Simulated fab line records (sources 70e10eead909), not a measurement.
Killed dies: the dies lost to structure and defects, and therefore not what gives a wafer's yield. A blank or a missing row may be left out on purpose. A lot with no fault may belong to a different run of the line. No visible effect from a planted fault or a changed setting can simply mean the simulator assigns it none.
What tool caused it? ; flow nand_harc ; 12 lots, 36 wafers sampled, at 3 steps of a route of 1159

== WHAT THE GAUGES SHOWED, per wafer ==
NHARC_P_M0_INSPECT_11.
lot;measured;on;raw_defect_count
L075;day 6 10:04;defect_inspect-02;2 2 1
L077;day 6 19:47;defect_inspect-02;5 4 5
L080;day 7 00:58;defect_inspect-01;2 2 4
L081;day 7 13:27;defect_inspect-01;4 0 3
L083;day 8 06:14;defect_inspect-01;2 2 2
L084;day 8 14:28;defect_inspect-01;6 2 4
L087;day 9 03:57;defect_inspect-01;9 8 2
L090;day 9 22:02;defect_inspect-02;3 8 2
L091;day 10 05:12;defect_inspect-01;2 4 3
L094;day 10 14:59;defect_inspect-02;8 8 2
L095;day 11 10:07;defect_inspect-01;5 3 3
L097;day 12 00:17;defect_inspect-02;7 7 4

== WHAT TOOL EACH LOT RAN ON (gives the tool, then ch and the chambers of the sampled wafers, and finally the start) ==
lot;NHARC_P_GATE_DESCUM_48;NHARC_P_GATE_DESCUM_61
L075;rie_diel-07 ch 0,1,3, day 5 16:54;rie_diel-06 ch 2,3, day 5 18:32
L077;rie_diel-07 ch 1,2, day 6 01:17;rie_diel-07 ch 0,2,3, day 6 03:00
L080;rie_diel-07 ch 1,2, day 6 11:28;rie_diel-07 ch 0,1, day 6 13:14
L081;rie_diel-07 ch 0,1,3, day 6 20:30;rie_diel-03 ch 0,2,3, day 6 22:16
L083;rie_diel-07 ch 0,2,3, day 7 17:16;rie_diel-07 ch 0,1,2, day 7 19:01
L084;rie_diel-07 ch 1,2,3, day 8 02:06;rie_diel-03 ch 0,1,3, day 8 03:52
L087;rie_diel-07 ch 0,1,3, day 8 11:50;rie_diel-06 ch 2,3, day 8 13:35
L090;rie_diel-07 ch 0,1, day 9 06:39;rie_diel-07 ch 1,2, day 9 08:17
L091;rie_diel-03 ch 0,1,3, day 9 12:56;rie_diel-07 ch 2,3, day 9 14:33
L094;rie_diel-07 ch 0,1,3, day 9 23:19;rie_diel-06 ch 0,1,2, day 10 01:10
L095;rie_diel-03 ch 0,1,3, day 10 15:17;rie_diel-06 ch 0,1, day 10 17:02
L097;rie_diel-03 ch 0,3, day 11 03:11;rie_diel-07 ch 0,2,3, day 11 04:51
- NHARC_P_GATE_DESCUM_48: chemistry O2, time 3 s.
- NHARC_P_GATE_DESCUM_61: chemistry O2, time 3 s.

== THE ANSWER, worked out from the rows above alone ==
Rule: what is usual is taken from the lots themselves. The widest of any qualifying gaps counts: lots, ordered by their means at a reading, are off when they make up no more than a third of the lots, leave a main group of 4 or more, and stand apart from it by 3 or more times the standard deviation of that group's means. Not used: any main group whose means are identical at the precision the tables above print for the reading. Also off: a lot with no number at a reading for which 4 or more lots have one. The other lots that the step has rows for count as sound.
Across all readings shown, no lot is off: no conclusion can be drawn from this.

== WHAT WAS PUT IN BY THE SIMULATOR ==
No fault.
